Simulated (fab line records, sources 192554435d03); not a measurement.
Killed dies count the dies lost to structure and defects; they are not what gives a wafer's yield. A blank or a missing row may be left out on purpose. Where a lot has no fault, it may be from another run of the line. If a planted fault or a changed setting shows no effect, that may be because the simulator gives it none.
Struck lot and sound lot, side by side	flow n5 finfet	14 out of 1938 route steps
Sound: wafers L505.3, L505.4, L505.5. Wafers struck: L496.1, L496.4, L496.5. At the end, the cause is stated.
Each step with rows lists, per side, the tool, then ch with its chambers, then its first start. Under that, the readings that differ: sound wafers	struck wafers	difference of the means	sigmas: that difference in standard deviations of wafers without a fault.
alike: readings with means less than 2 such deviations apart, plus words and numbers identical on both sides. not compared: withheld readings, readings lacking a value on some wafer, bounds such as >300 that could conceal the same value, and numbers that have no deviation in the record and whose values overlap.
The two part at a step that has a row with sigmas, a row that says differs or no value, or rows on one side only. Non-overlapping numbers with no deviation appear without sigmas and do not part them. A reading missing from all wafers of one side parts the sides only when that side holds two or more wafers.

N5_BEOL_M13_ETCH_59: etches BARC in N2/H2, target depth 89 nm, overetch 26.7 nm, time 67.9 s.
  sound on rie diel-02 ch 0,2, day 15 12:40; struck on rie diel-02 ch 1,3, day 13 00:48
  alike: drypump motor current A, oes product au, rf vpp V, showerhead plenum p Torr, throttle valve pct
  not compared: rf hours counter h
N5_BEOL_M13_VIA_ETCH_16: etches SiOC in C4F8/O2/Ar, target depth 921.7 nm.
  sound on rie diel-02 ch 0,2, day 15 12:43; struck on rie diel-02 ch 1,3, day 13 00:51
  alike: C4F8_flow_sccm, O2_flow_sccm, drypump motor current A, oes product au, rf vpp V, showerhead plenum p Torr, throttle valve pct
N5_BEOL_M13_STRIP_63: strips in N2/H2.
  sound on plasma asher-02 ch 0,1, day 15 12:58; struck on plasma asher-01 ch 0,1, day 13 01:05
  alike: drypump motor current A, heater power w, oes product au, strip time to endpoint s
  not compared: rf hours counter h
N5_BEOL_M13_STRIP_64: strips in N2/H2.
  sound on plasma asher-02 ch 0,1, day 15 13:02; struck on plasma asher-01 ch 0,1, day 13 01:09
  alike: drypump motor current A, heater power w, oes product au, strip time to endpoint s
  not compared: rf hours counter h
then, 2 steps without rows for these wafers: N5_BEOL_M13_STRIP_71 (strips in post etch residue remover, time 60 s); N5_BEOL_M13_SRD_72 (time 30 s, dry time 30 s).
N5_BEOL_M13_CD_MEAS_17: target cd 190 nm.
  struck on cd sem-01, day 13 01:18; sound on cd sem-02, day 15 13:10
  alike: cd nm
then, 5 steps without rows for these wafers: N5_BEOL_M13_COAT_65 (time 60 s, resist thk 350 nm); N5_BEOL_M13_COAT_66 (time 60 s, resist thk 110 nm); N5_BEOL_M13_COAT_22 (resist thk 300 nm); N5_BEOL_M13_EBR_24; N5_BEOL_M13_SOFTBAKE_23 (time 60 s).
N5_BEOL_M13_EXPOSE_25: exposes mask M13, target cd 210 nm.
  sound on krf scanner-02 ch 0, day 15 13:20; struck on krf scanner-01, day 13 01:35
  no value came back on the struck wafers for exposure dose mJ cm2, focus offset nm (nm); on the sound wafers exposure dose mJ cm2 reads 21.951 22.003 21.963
  alike: mask
then, 1 step without rows for these wafers: N5_BEOL_M13_PEB_26 (peb time 90 s).

== WHERE THEY PART ==
At N5_BEOL_M13_EXPOSE_25 and nowhere else, as far as this record goes.

WHY: what the simulator had put in
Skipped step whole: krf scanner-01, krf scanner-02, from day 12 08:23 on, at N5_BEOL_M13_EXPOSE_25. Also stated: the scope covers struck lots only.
